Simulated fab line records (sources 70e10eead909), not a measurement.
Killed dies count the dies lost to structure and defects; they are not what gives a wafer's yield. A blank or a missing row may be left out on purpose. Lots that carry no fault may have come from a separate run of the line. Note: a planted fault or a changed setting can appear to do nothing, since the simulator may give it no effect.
Tool commonality check | flow nandHarc | Sample size 2 lots and 6 wafers

== WHY THIS WAS OPENED ==
On 2 of the 2 lots, a flag is raised at NHARC_END_SORT_01 on the reading killedDies. Wafers without a fault read 32, standard deviation 9.
Rule: a lot is flagged when every wafer of it that has a number lies more than 4 standard deviations from that mean, or none has a number. The rest of the lots are taken to be sound.

lot  | measured     | on        | killedDies, wafer by wafer | flag
L714 | day 23 09:14 | prober-01 | 650 624 650                | FLAGGED
L713 | day 24 05:20 | prober-02 | 644 664 650                | FLAGGED
The numbers of the flagged lots are 647 on average: +615 against the usual, or +68 standard deviations.

== WHICH TOOL RAN EACH LOT ==
The record holds 4 process steps before the reading, out of a route of 1159 steps. Each cell gives the tool, then ch followed by the chambers the sampled wafers passed through, then the start.
lot  | flag    | NHARC_A_CONTACT_DEP_28       | NHARC_A_CONTACT_ETCH_48           | NHARC_A_CONTACT_ETCH_111           | NHARC_A_CONTACT_ETCH_112
L714 | FLAGGED | aclDep-02 ch 0, day 19 21:02 | rieDiel-12 ch 0,3, day 20 00:13   | harCapEtch-02 ch 0,1, day 20 01:25 | harCapEtch-02 ch 0,1, day 20 01:37
L713 | FLAGGED | aclDep-01 ch 0, day 20 14:43 | rieDiel-12 ch 1,2,3, day 20 17:13 | harCapEtch-03 ch 0,1, day 20 18:32 | harCapEtch-03 ch 0,1, day 20 18:43
These steps, and what they do:
- NHARC_A_CONTACT_DEP_28: deposits aC, target thk 3600 nm.
- NHARC_A_CONTACT_ETCH_48: etches the open film in CF4, target depth 39 nm, time 65 s.
- NHARC_A_CONTACT_ETCH_111: etches the open film in C4F8/O2/Ar, time 140 s, target depth 700 nm.
- NHARC_A_CONTACT_ETCH_112: etches the open film in C4F8/O2/Ar, time 94 s, target depth 922 nm.
- NHARC_END_SORT_01

== FLAGGED OVER TOTAL, TOOL BY TOOL (the gauges that took the reading come last) ==
step                     | tool          | lots run | flagged | share of the flagged lots | sound lots run after its first flagged lot
NHARC_A_CONTACT_DEP_28   | aclDep-01     | 1        | 1       | some                      | 0
NHARC_A_CONTACT_DEP_28   | aclDep-02     | 1        | 1       | some                      | 0
NHARC_A_CONTACT_ETCH_48  | rieDiel-12    | 2        | 2       | all                       | 0
NHARC_A_CONTACT_ETCH_111 | harCapEtch-02 | 1        | 1       | some                      | 0
NHARC_A_CONTACT_ETCH_111 | harCapEtch-03 | 1        | 1       | some                      | 0
NHARC_A_CONTACT_ETCH_112 | harCapEtch-02 | 1        | 1       | some                      | 0
NHARC_A_CONTACT_ETCH_112 | harCapEtch-03 | 1        | 1       | some                      | 0
NHARC_END_SORT_01        | prober-01     | 1        | 1       | some                      | 0
NHARC_END_SORT_01        | prober-02     | 1        | 1       | some                      | 0

== WHAT THE TABLE ALLOWS ==
Rows of the table that ran each flagged lot: 1, that is rieDiel-12 at NHARC_A_CONTACT_ETCH_48.
- rieDiel-12 at NHARC_A_CONTACT_ETCH_48: 2 of its 2 lots flagged. It ran no sound lot before its first flagged lot in this sample, so the start can't be narrowed down. Its own readings (runLengthS) fall more than 4 standard deviations out on all wafers of the flagged lots.
One tool is left: rieDiel-12 at NHARC_A_CONTACT_ETCH_48.

== WHAT HAD BEEN PUT IN BY THE SIMULATOR ==
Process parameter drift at NHARC_A_CONTACT_ETCH_48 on rieDiel-12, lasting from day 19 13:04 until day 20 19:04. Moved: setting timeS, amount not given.
Lots struck among those shown: L714, L713. This agrees with what the rule above found.
